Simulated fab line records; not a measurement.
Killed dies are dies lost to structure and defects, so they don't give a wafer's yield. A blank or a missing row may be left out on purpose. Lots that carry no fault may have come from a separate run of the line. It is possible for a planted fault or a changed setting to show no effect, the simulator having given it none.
Which tool was responsible? | flow n5 finfet | 11 lots with 33 wafers sampled at 5 steps, on a route of 1938 steps

## WHAT THE GAUGES READ, wafer by wafer
N5_BEOL_M5_INSPECT_58: inspects for defects (darkfield).
lot  | measured     | on                | raw defect count
L475 | day 8 09:23  | defect inspect-02 | 114 91 71
L481 | day 10 05:29 | defect inspect-02 | 94 65 102
L479 | day 10 06:22 | defect inspect-02 | 68 73 36
L483 | day 10 12:07 | defect inspect-01 | 47 39 59
L485 | day 11 10:59 | defect inspect-01 | 102 76 80
L484 | day 11 14:52 | defect inspect-02 | 71 99 81
L488 | day 11 19:17 | defect inspect-01 | 51 63 48
L493 | day 13 08:31 | defect inspect-02 | 94 43 46
L494 | day 13 12:03 | defect inspect-02 | 110 85 84
L497 | day 14 09:28 | defect inspect-01 | 75 40 100
L498 | day 14 18:06 | defect inspect-02 | 78 42 74

N5_BEOL_M6_THK_MEAS_01.
lot  | measured     | on            | M6_ILD_THK (nm)
L475 | day 8 09:59  | film metro-02 | 155.5 154.8 156.6
L481 | day 10 06:08 | film metro-02 | 152.7 154.1 154.2
L479 | day 10 06:59 | film metro-02 | 153.9 156.2 156.2
L483 | day 10 12:50 | film metro-02 | 152.4 155.9 154.9
L485 | day 11 12:05 | film metro-01 | 156.7 155.9 160.2
L484 | day 11 15:29 | film metro-01 | 151.2 123.8 153.7
L488 | day 11 19:54 | film metro-01 | 154.7 120.7 156.9
L493 | day 13 09:09 | film metro-01 | 154.3 155.0 154.2
L494 | day 13 12:43 | film metro-01 | 152.9 154.3 155.7
L497 | day 14 10:06 | film metro-02 | 152.3 152.8 152.7
L498 | day 14 19:04 | film metro-01 | 157.3 155.1 157.2

## TOOL THAT RAN EACH LOT (tool first, then ch and the chambers of the sampled wafers, then the start)
lot  | N5_BEOL_M5_SPUTTER_90        | N5_BEOL_M6_ILD_DEP_00           | N5_BEOL_M6_CURE_74
L475 | pvd sputter-03, day 8 07:59  | pecvd-01 ch 0,1,2, day 8 09:25  | uv cure-03 ch 0, day 8 09:29
L481 | pvd sputter-03, day 10 04:25 | pecvd-02 ch 0,1, day 10 05:32   | uv cure-03 ch 0, day 10 05:37
L479 | pvd sputter-02, day 10 05:13 | pecvd-01 ch 0,1,2, day 10 06:25 | uv cure-03 ch 2, day 10 06:42
L483 | pvd sputter-01, day 10 11:00 | pecvd-02 ch 0, day 10 12:09     | uv cure-03 ch 1, day 10 12:19
L485 | pvd sputter-02, day 11 09:52 | pecvd-04 ch 0,1, day 11 11:02   | uv cure-03 ch 2, day 11 11:05
L484 | pvd sputter-03, day 11 13:20 | pecvd-01 ch 0,1, day 11 14:54   | uv cure-02 ch 2, day 11 15:02
L488 | pvd sputter-02, day 11 18:08 | pecvd-01 ch 0,1, day 11 19:19   | uv cure-02 ch 1, day 11 19:28
L493 | pvd sputter-02, day 13 07:13 | pecvd-04 ch 1,2, day 13 08:34   | uv cure-03 ch 0, day 13 08:47
L494 | pvd sputter-01, day 13 10:34 | pecvd-04 ch 1,2, day 13 12:07   | uv cure-02 ch 0, day 13 12:12
L497 | pvd sputter-02, day 14 08:23 | pecvd-02 ch 0,1, day 14 09:30   | uv cure-01 ch 2, day 14 09:35
L498 | pvd sputter-02, day 14 17:01 | pecvd-01 ch 0,1, day 14 18:08   | uv cure-01 ch 0, day 14 18:33
- N5_BEOL_M5_SPUTTER_90: material Cu, target thk 4.5 nm, time 8.29 s.
- N5_BEOL_M6_ILD_DEP_00: deposits SiCOH lowk from DEMS/porogen, target thk 179.75 nm, time 33.4 s.
- N5_BEOL_M6_CURE_74: cures SiCOH lowk, time 240 s.

## WHAT THE TOOLS THEMSELVES READ (means of the sampled wafers that have a number; where no wafer has one, the mark that the record gives instead)
N5_BEOL_M5_SPUTTER_90.
lot  | tool           | chuck sensor temp C (C) | throttle valve pct (%)
L475 | pvd sputter-03 | -16.1                   | 30.3
L481 | pvd sputter-03 | -15.9                   | 30.1
L479 | pvd sputter-02 | -15.3                   | 30.8
L483 | pvd sputter-01 | -16.0                   | 30.6
L485 | pvd sputter-02 | -14.7                   | 31.0
L484 | pvd sputter-03 | -16.2                   | 30.3
L488 | pvd sputter-02 | -15.9                   | 30.6
L493 | pvd sputter-02 | -15.3                   | 30.8
L494 | pvd sputter-01 | -15.7                   | 30.3
L497 | pvd sputter-02 | -15.0                   | 30.9
L498 | pvd sputter-02 | -15.2                   | 30.8

N5_BEOL_M6_ILD_DEP_00.
lot  | tool     | heater power w (W) | showerhead plenum p Torr (Torr) | throttle valve pct (%)
L475 | pecvd-01 | 310                | 5.736                           | 13.9
L481 | pecvd-02 | 317                | 5.739                           | 14.2
L479 | pecvd-01 | 306                | 5.730                           | 13.9
L483 | pecvd-02 | 292                | 5.743                           | 13.9
L485 | pecvd-04 | 351                | 5.738                           | 14.6
L484 | pecvd-01 | 307                | 5.729                           | 14.7
L488 | pecvd-01 | 316                | 5.726                           | 14.4
L493 | pecvd-04 | 310                | 5.752                           | 13.1
L494 | pecvd-04 | 311                | 5.752                           | 13.2
L497 | pecvd-02 | 329                | 5.743                           | 14.1
L498 | pecvd-01 | 283                | 5.723                           | 13.9

N5_BEOL_M6_CURE_74.
lot  | tool       | lamp power pct (%) | wafer_temp_C_max
L475 | uv cure-03 | 52.32              | 386.7
L481 | uv cure-03 | 52.29              | 386.3
L479 | uv cure-03 | 52.35              | 387.8
L483 | uv cure-03 | 52.28              | 387.4
L485 | uv cure-03 | 52.33              | 387.5
L484 | uv cure-02 | 52.32              | 387.2
L488 | uv cure-02 | 52.31              | 386.3
L493 | uv cure-03 | 52.31              | 387.2
L494 | uv cure-02 | 52.40              | 387.2
L497 | uv cure-01 | 52.35              | 386.6
L498 | uv cure-01 | 52.34              | 387.1

## THE ANSWER, worked out from the rows above alone
Rule: usual is defined by the lots themselves. Put in order of their means at a reading, lots are off if they are a third of the lots or fewer, leave a main group of 4 or more, and stand apart from it by a gap of 3 or more times the standard deviation of the main group's means; of several such gaps the widest counts. Not used: any main group whose means are identical at the precision the tables above print for the reading. Also off: a lot with no number at a reading for which 4 or more lots have one. Any other lot the step has rows for is counted as sound. The gauges are gone through in route order, then the tools' own readings, and for those a lot's mean is taken as printed above. The first step at which some lot is off is used, and at that step the reading that is off furthest; a lot without a number counts as furthest.
Off: L484, L488, seen at N5_BEOL_M6_THK_MEAS_01 (M6_ILD_THK). Mean 155.0 nm and standard deviation 1.4 in the main group.
If a tool, at a process step before that reading, ran all the lots that are off and no sound lot after the first of them, it fits. Gauges at N5_BEOL_M6_THK_MEAS_01: tried the same way as those tools. No candidate that was tried fits.

## WHAT WAS PUT IN BY THE SIMULATOR
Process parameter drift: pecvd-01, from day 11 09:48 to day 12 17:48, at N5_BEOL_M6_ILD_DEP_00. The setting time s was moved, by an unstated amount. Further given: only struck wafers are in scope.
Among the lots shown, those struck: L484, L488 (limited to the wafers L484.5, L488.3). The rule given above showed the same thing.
